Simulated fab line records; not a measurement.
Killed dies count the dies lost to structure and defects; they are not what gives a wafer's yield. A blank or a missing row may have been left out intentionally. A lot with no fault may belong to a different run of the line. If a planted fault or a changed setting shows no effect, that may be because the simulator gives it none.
Split-lot trial || flow n5-finfet || 39 wafers read across 7 lots, on a route 1938 steps long

== ABOUT THE SPLIT ==
At N5_FIN_CUT_CUT_ETCH_15 (etches Si in HBr/Cl2/O2, target depth 100 nm, bt time 10 s, time 42.4 s), the setting time-s was moved away from the recipe's 42.4 s on 9 of the 39 wafers read, by -37.4% to +34.4%. This setting was run at the recipe's value on the other wafers.

The reading is taken at the split's own step.

== THE READING ==
SOC_of_FIN_CUT_COAT_18.thk-nm (the simulator's own value, which no gauge read), in nm, at N5_FIN_CUT_CUT_ETCH_15 (etches Si in HBr/Cl2/O2, target depth 100 nm, bt time 10 s, time 42.4 s). The file gives no usual value for it. Across the 30 wafers here that went through the recipe, the average is 170.2 nm and the standard deviation 0.88 nm.

{"wafer": "L079.1", "tool, chamber at the split": "rie-si-04, 2", "time-s as run, s": 42.4, "against the recipe": "recipe", "SOC_of_FIN_CUT_COAT_18.thk-nm, nm": 170.4, "against lot-mates on the recipe": "-"}
{"wafer": "L079.2", "tool, chamber at the split": "rie-si-04, 1", "time-s as run, s": 42.4, "against the recipe": "recipe", "SOC_of_FIN_CUT_COAT_18.thk-nm, nm": 171.4, "against lot-mates on the recipe": "-"}
{"wafer": "L079.3", "tool, chamber at the split": "rie-si-04, 3", "time-s as run, s": 42.4, "against the recipe": "recipe", "SOC_of_FIN_CUT_COAT_18.thk-nm, nm": 172, "against lot-mates on the recipe": "-"}
{"wafer": "L079.4", "tool, chamber at the split": "rie-si-04, 0", "time-s as run, s": 42.4, "against the recipe": "recipe", "SOC_of_FIN_CUT_COAT_18.thk-nm, nm": 171.2, "against lot-mates on the recipe": "-"}
{"wafer": "L079.5", "tool, chamber at the split": "rie-si-04, 3", "time-s as run, s": 42.4, "against the recipe": "recipe", "SOC_of_FIN_CUT_COAT_18.thk-nm, nm": 169.8, "against lot-mates on the recipe": "-"}
{"wafer": "L079.6", "tool, chamber at the split": "rie-si-04, 2", "time-s as run, s": 42.4, "against the recipe": "recipe", "SOC_of_FIN_CUT_COAT_18.thk-nm, nm": 170.6, "against lot-mates on the recipe": "-"}
{"wafer": "L083.1", "tool, chamber at the split": "rie-si-06, 1", "time-s as run, s": 56.97, "against the recipe": "+34.4%", "SOC_of_FIN_CUT_COAT_18.thk-nm, nm": 156.4, "against lot-mates on the recipe": -13.4}
{"wafer": "L083.2", "tool, chamber at the split": "rie-si-06, 3", "time-s as run, s": 56.97, "against the recipe": "+34.4%", "SOC_of_FIN_CUT_COAT_18.thk-nm, nm": 157.6, "against lot-mates on the recipe": -12.2}
{"wafer": "L083.3", "tool, chamber at the split": "rie-si-06, 0", "time-s as run, s": 42.4, "against the recipe": "recipe", "SOC_of_FIN_CUT_COAT_18.thk-nm, nm": 169.4, "against lot-mates on the recipe": "-"}
{"wafer": "L083.4", "tool, chamber at the split": "rie-si-06, 2", "time-s as run, s": 56.97, "against the recipe": "+34.4%", "SOC_of_FIN_CUT_COAT_18.thk-nm, nm": 157.2, "against lot-mates on the recipe": -12.6}
{"wafer": "L083.5", "tool, chamber at the split": "rie-si-06, 1", "time-s as run, s": 42.4, "against the recipe": "recipe", "SOC_of_FIN_CUT_COAT_18.thk-nm, nm": 169.8, "against lot-mates on the recipe": "-"}
{"wafer": "L083.6", "tool, chamber at the split": "rie-si-06, 0", "time-s as run, s": 42.4, "against the recipe": "recipe", "SOC_of_FIN_CUT_COAT_18.thk-nm, nm": 170.2, "against lot-mates on the recipe": "-"}
{"wafer": "L087.1", "tool, chamber at the split": "rie-si-04, 1", "time-s as run, s": 42.4, "against the recipe": "recipe", "SOC_of_FIN_CUT_COAT_18.thk-nm, nm": 169.8, "against lot-mates on the recipe": "-"}
{"wafer": "L087.2", "tool, chamber at the split": "rie-si-04, 0", "time-s as run, s": 42.4, "against the recipe": "recipe", "SOC_of_FIN_CUT_COAT_18.thk-nm, nm": 169.8, "against lot-mates on the recipe": "-"}
{"wafer": "L087.3", "tool, chamber at the split": "rie-si-04, 3", "time-s as run, s": 42.4, "against the recipe": "recipe", "SOC_of_FIN_CUT_COAT_18.thk-nm, nm": 170, "against lot-mates on the recipe": "-"}
{"wafer": "L087.4", "tool, chamber at the split": "rie-si-04, 1", "time-s as run, s": 42.4, "against the recipe": "recipe", "SOC_of_FIN_CUT_COAT_18.thk-nm, nm": 171.2, "against lot-mates on the recipe": "-"}
{"wafer": "L087.5", "tool, chamber at the split": "rie-si-04, 3", "time-s as run, s": 42.4, "against the recipe": "recipe", "SOC_of_FIN_CUT_COAT_18.thk-nm, nm": 169.8, "against lot-mates on the recipe": "-"}
{"wafer": "L087.6", "tool, chamber at the split": "rie-si-04, 0", "time-s as run, s": 42.4, "against the recipe": "recipe", "SOC_of_FIN_CUT_COAT_18.thk-nm, nm": 169.8, "against lot-mates on the recipe": "-"}
{"wafer": "L089.1", "tool, chamber at the split": "rie-si-04, 3", "time-s as run, s": 42.4, "against the recipe": "recipe", "SOC_of_FIN_CUT_COAT_18.thk-nm, nm": 171, "against lot-mates on the recipe": "-"}
{"wafer": "L089.2", "tool, chamber at the split": "rie-si-04, 1", "time-s as run, s": 42.4, "against the recipe": "recipe", "SOC_of_FIN_CUT_COAT_18.thk-nm, nm": 171.4, "against lot-mates on the recipe": "-"}
{"wafer": "L089.3", "tool, chamber at the split": "rie-si-04, 0", "time-s as run, s": 26.54, "against the recipe": "-37.4%", "SOC_of_FIN_CUT_COAT_18.thk-nm, nm": 184.4, "against lot-mates on the recipe": "+13.5"}
{"wafer": "L089.4", "tool, chamber at the split": "rie-si-04, 2", "time-s as run, s": 26.54, "against the recipe": "-37.4%", "SOC_of_FIN_CUT_COAT_18.thk-nm, nm": 184.4, "against lot-mates on the recipe": "+13.5"}
{"wafer": "L089.5", "tool, chamber at the split": "rie-si-04, 0", "time-s as run, s": 42.4, "against the recipe": "recipe", "SOC_of_FIN_CUT_COAT_18.thk-nm, nm": 170.2, "against lot-mates on the recipe": "-"}
{"wafer": "L089.6", "tool, chamber at the split": "rie-si-04, 1", "time-s as run, s": 26.54, "against the recipe": "-37.4%", "SOC_of_FIN_CUT_COAT_18.thk-nm, nm": 185.2, "against lot-mates on the recipe": "+14.3"}
{"wafer": "L091.1", "tool, chamber at the split": "rie-si-06, 2", "time-s as run, s": 42.4, "against the recipe": "recipe", "SOC_of_FIN_CUT_COAT_18.thk-nm, nm": 170.6, "against lot-mates on the recipe": "-"}
{"wafer": "L091.3", "tool, chamber at the split": "rie-si-06, 1", "time-s as run, s": 42.4, "against the recipe": "recipe", "SOC_of_FIN_CUT_COAT_18.thk-nm, nm": 170.2, "against lot-mates on the recipe": "-"}
{"wafer": "L091.4", "tool, chamber at the split": "rie-si-06, 3", "time-s as run, s": 42.4, "against the recipe": "recipe", "SOC_of_FIN_CUT_COAT_18.thk-nm, nm": 170.4, "against lot-mates on the recipe": "-"}
{"wafer": "L095.1", "tool, chamber at the split": "rie-si-04, 1", "time-s as run, s": 55.22, "against the recipe": "+30.2%", "SOC_of_FIN_CUT_COAT_18.thk-nm, nm": 160.6, "against lot-mates on the recipe": -10.1}
{"wafer": "L095.2", "tool, chamber at the split": "rie-si-04, 0", "time-s as run, s": 42.4, "against the recipe": "recipe", "SOC_of_FIN_CUT_COAT_18.thk-nm, nm": 170.4, "against lot-mates on the recipe": "-"}
{"wafer": "L095.3", "tool, chamber at the split": "rie-si-04, 3", "time-s as run, s": 55.22, "against the recipe": "+30.2%", "SOC_of_FIN_CUT_COAT_18.thk-nm, nm": 160.4, "against lot-mates on the recipe": -10.3}
{"wafer": "L095.4", "tool, chamber at the split": "rie-si-04, 2", "time-s as run, s": 42.4, "against the recipe": "recipe", "SOC_of_FIN_CUT_COAT_18.thk-nm, nm": 169.8, "against lot-mates on the recipe": "-"}
{"wafer": "L095.5", "tool, chamber at the split": "rie-si-04, 2", "time-s as run, s": 55.22, "against the recipe": "+30.2%", "SOC_of_FIN_CUT_COAT_18.thk-nm, nm": 158.8, "against lot-mates on the recipe": -11.9}
{"wafer": "L095.6", "tool, chamber at the split": "rie-si-04, 1", "time-s as run, s": 42.4, "against the recipe": "recipe", "SOC_of_FIN_CUT_COAT_18.thk-nm, nm": 172, "against lot-mates on the recipe": "-"}
{"wafer": "L096.1", "tool, chamber at the split": "rie-si-01, 2", "time-s as run, s": 42.4, "against the recipe": "recipe", "SOC_of_FIN_CUT_COAT_18.thk-nm, nm": 168.2, "against lot-mates on the recipe": "-"}
{"wafer": "L096.2", "tool, chamber at the split": "rie-si-01, 0", "time-s as run, s": 42.4, "against the recipe": "recipe", "SOC_of_FIN_CUT_COAT_18.thk-nm, nm": 170.2, "against lot-mates on the recipe": "-"}
{"wafer": "L096.3", "tool, chamber at the split": "rie-si-01, 3", "time-s as run, s": 42.4, "against the recipe": "recipe", "SOC_of_FIN_CUT_COAT_18.thk-nm, nm": 169, "against lot-mates on the recipe": "-"}
{"wafer": "L096.4", "tool, chamber at the split": "rie-si-01, 1", "time-s as run, s": 42.4, "against the recipe": "recipe", "SOC_of_FIN_CUT_COAT_18.thk-nm, nm": 170, "against lot-mates on the recipe": "-"}
{"wafer": "L096.5", "tool, chamber at the split": "rie-si-01, 2", "time-s as run, s": 42.4, "against the recipe": "recipe", "SOC_of_FIN_CUT_COAT_18.thk-nm, nm": 168.4, "against lot-mates on the recipe": "-"}
{"wafer": "L096.6", "tool, chamber at the split": "rie-si-01, 3", "time-s as run, s": 42.4, "against the recipe": "recipe", "SOC_of_FIN_CUT_COAT_18.thk-nm, nm": 169.6, "against lot-mates on the recipe": "-"}

THE FIT
A straight line over all 39 wafers: SOC_of_FIN_CUT_COAT_18.thk-nm changes by -0.374 nm for each +1% of time-s; r = -0.99; the points scatter about the line by 0.9 nm.
The same after taking each lot's own level away (the mean of its wafers on the recipe; 39 wafers): -0.367 nm for each +1%; r = -0.99; scatter 0.64 nm.
The reading moves by 14 nm for the largest change in time-s, on that fit.
The span of the lots' own levels, 169.23 to 170.90 nm, comes to 1.9 times the standard deviation stated above.
Consequently the slope shifts little with the lot-to-lot level, the two slopes agreeing.
Check: with one of the wafers moved furthest among these (-37.4%) left out of the fit, the line predicts +13.8 nm for it against its lot-mates. Against them it came out at +13.5 nm.

== ADDITIONAL SPLITS CARRIED BY THESE WAFERS ==
Note: prior to the reading, these wafers also went through further splits. Each is held against what the fit with the lots' levels taken away leaves over:
{"other split on the same wafers": "N5_FIN_SAQP_HM_DEP_72 target-thk-a", "wafers away from the commonest value": 9, "r with SOC_of_FIN_CUT_COAT_18.thk-nm (lot level and that fit taken away)": -0.09}

== THE WHOLE CHAIN: every reading that the file lists as answering this split, in the file's order ==
{"step": "N5_FIN_CUT_CUT_ETCH_15", "what it does": "etches Si in HBr/Cl2/O2, target depth 100 nm, bt time 10 s, time 42.4 s", "reading": "etch.depth-nm (the simulator's own value, which no gauge read)", "change (the file's fit)": "+0.996 nm for each +1% of the setting", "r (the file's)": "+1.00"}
{"step": "N5_FIN_CUT_CUT_ETCH_15", "what it does": "etches Si in HBr/Cl2/O2, target depth 100 nm, bt time 10 s, time 42.4 s", "reading": "FIN_CUT.feature-depth-nm (the simulator's own value, which no gauge read)", "change (the file's fit)": "+0.996 nm for each +1% of the setting", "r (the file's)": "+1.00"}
{"step": "N5_FIN_CUT_CUT_ETCH_15", "what it does": "etches Si in HBr/Cl2/O2, target depth 100 nm, bt time 10 s, time 42.4 s", "reading": "SOC_of_FIN_CUT_COAT_18.thk-nm (the simulator's own value, which no gauge read)", "change (the file's fit)": "-0.366 nm for each +1% of the setting", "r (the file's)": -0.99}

== FILE'S OWN FIT ==
SOC_of_FIN_CUT_COAT_18.thk-nm changes by -0.366 nm for each +1% of time-s, r = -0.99.
